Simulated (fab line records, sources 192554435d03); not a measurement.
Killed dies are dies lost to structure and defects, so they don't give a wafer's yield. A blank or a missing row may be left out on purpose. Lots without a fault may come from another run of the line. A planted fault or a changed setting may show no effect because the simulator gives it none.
Chamber matching | flow n5_finfet | N5_MOL_CONTACT_COAG_DESCUM_88 on rie_diel-01: 4 sister chambers
The step chemistry O2, time 7 s. 14 wafers are shown with their chamber, then 7 later ones without.

WAFERS WITH THEIR CHAMBER
wafer  | chamber | showerhead_plenum_p_Torr (Torr) | drypump_motor_current_A (A) | oes_product_au (a.u.)
L076.3 | 1       | 2.16                            | 5.8                         | 0.73
L076.5 | 1       | 2.16                            | 5.8                         | 0.73
L076.6 | 2       | 1.98                            | 6.0                         | 0.70
L081.2 | 1       | 2.15                            | 5.8                         | 0.72
L081.4 | 2       | 1.97                            | 6.0                         | 0.69
L081.5 | 3       | 2.13                            | 5.1                         | 0.86
L082.2 | 0       | 2.07                            | 6.1                         | 0.96
L082.3 | 3       | 2.13                            | 5.2                         | 0.85
L082.5 | 0       | 2.07                            | 6.1                         | 0.96
L086.4 | 3       | 2.13                            | 5.2                         | 0.83
L086.5 | 1       | 2.15                            | 5.8                         | 0.71
L086.6 | 2       | 1.97                            | 6.0                         | 0.69
L087.2 | 0       | 2.06                            | 6.1                         | 0.94
L087.3 | 1       | 2.15                            | 5.7                         | 0.72

SIGNATURES (means of the wafers above)
reading                  | chamber 0 | chamber 1 | chamber 2 | chamber 3 | scatter within a chamber
showerhead_plenum_p_Torr | 2.0667    | 2.1540    | 1.9733    | 2.1300    | 0.00503
drypump_motor_current_A  | 6.100     | 5.780     | 6.000     | 5.167     | 0.0383
oes_product_au           | 0.9533    | 0.7220    | 0.6933    | 0.8467    | 0.0104
Rule: a wafer's distance from a chamber is the root of the sum, over the readings, of the square of ((its reading less the chamber's mean) divided by the reading's scatter). The wafer belongs to the nearest chamber; if the next one is less than 2 further off, it can't be placed. The scatter: the root of (the sum of the squares of (reading less its chamber's mean) over the shown wafers, divided by (wafers less chambers)).

WAFERS WITHOUT THEIR CHAMBER
wafer  | showerhead_plenum_p_Torr (Torr) | drypump_motor_current_A (A) | oes_product_au (a.u.)
L087.5 | 2.15                            | 5.8                         | 0.72
L093.1 | 2.12                            | 5.2                         | 0.83
L093.2 | 2.14                            | 5.8                         | 0.71
L093.5 | 2.12                            | 5.2                         | 0.83
L097.3 | 2.12                            | 5.2                         | 0.82
L097.5 | 2.14                            | 5.7                         | 0.69
L097.6 | 2.23                            | 6.0                         | 0.99

WHICH CHAMBER EACH WENT THROUGH
wafer  | from the rows above | in truth
L087.5 | 1                   | 1
L093.1 | 3                   | 3
L093.2 | 1                   | 1
L093.5 | 3                   | 3
L097.3 | 3                   | 3
L097.5 | 1                   | 1
L097.6 | 1                   | 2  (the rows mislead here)
Placed correctly: 6 of 7. Can't be placed from these rows: 0. Placed wrongly: 1.
